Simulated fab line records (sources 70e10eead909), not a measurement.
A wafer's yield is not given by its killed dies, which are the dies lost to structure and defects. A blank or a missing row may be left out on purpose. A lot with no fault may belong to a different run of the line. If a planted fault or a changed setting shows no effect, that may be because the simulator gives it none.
A struck lot beside a sound one :: flow nand harc :: 13 steps out of a route of 1302
Sound: wafers L962.2, L962.3, L962.5. Struck: wafer L969.1 (left out: L969.3, L969.5 of the same lot, which were not struck); the cause appears at the end.
At each step with rows: each side's tool, then ch and its chambers, then its first start. Under that, the readings that differ: sound wafers :: struck wafers :: difference of the means :: sigmas: that difference in standard deviations of wafers without a fault.
alike: words and numbers the same on both sides, and readings whose means are apart by under 2 such deviations; not compared: readings that were withheld, readings missing a value for some wafer, numbers with overlapping values and no deviation given by the record, and bounds like >300 which may hide the same value.
The two part at a step that has a row with sigmas, a row that says differs or no value, or rows on one side only. When numbers do not overlap yet have no deviation, they are printed without sigmas and do not part them. A reading that every wafer of one side lacks parts them only if that side has two wafers or more.

first, 10 steps without rows for these wafers: NHARC_A_STAIRCASE_SRD_150; NHARC_A_STAIRCASE_DEHYDRATE_176 (time 120 s); NHARC_A_STAIRCASE_HMDS_177 (time 30 s); NHARC_A_STAIRCASE_COAT_178; NHARC_A_STAIRCASE_SOFTBAKE_179 (time 170 s); NHARC_A_STAIRCASE_EBR_180; NHARC_A_STAIRCASE_EXPOSE_181 (exposes mask STAIR 2); NHARC_A_STAIRCASE_PEB_182 (peb time 130 s); NHARC_A_STAIRCASE_DEVELOP_183 (time 140 s); NHARC_A_STAIRCASE_HARDBAKE_185 (time 140 s).
NHARC_A_STAIRCASE_DESCUM_186: chemistry O2, time 3 s.
  sound on rie diel-13 ch 1,2, day 18 01:27; struck on rie diel-02 ch 0, day 21 12:02
reading: showerhead plenum p Torr (Torr)
sound: 2.03 2.03 2.03
struck: 1.79
difference: -0.24
sigmas: -2
  alike: drypump motor current A, oes product au, rf vpp V, throttle valve pct
  not compared: rf hours counter h
NHARC_A_STAIRCASE_TRIM_187: chemistry O2, time 211.2 s.
  sound on rie diel-13 ch 0,1,2, day 18 01:33; struck on rie diel-02 ch 2, day 21 12:08
reading: oes product au (a.u.)
sound: 1.015 1.014 0.993
struck: 1.329
difference: +0.322
sigmas: +20
  alike: drypump motor current A, rf vpp V, showerhead plenum p Torr, throttle valve pct
  not compared: rf hours counter h
NHARC_A_STAIRCASE_ETCH_188: etches the open film in C4F8/O2, target depth 100 nm, time 40.5 s.
  sound on rie diel-13 ch 0,1,2; struck on rie diel-02 ch 2
  alike: oes product au, rf vpp V
  not compared: rf hours counter h

## WHERE THEY PART
At NHARC_A_STAIRCASE_DESCUM_186 first; at NHARC_A_STAIRCASE_TRIM_187 last (within this record only). Later steps at which nothing parts them and some readings are alike: NHARC_A_STAIRCASE_ETCH_188.

WHY: what the simulator had put in
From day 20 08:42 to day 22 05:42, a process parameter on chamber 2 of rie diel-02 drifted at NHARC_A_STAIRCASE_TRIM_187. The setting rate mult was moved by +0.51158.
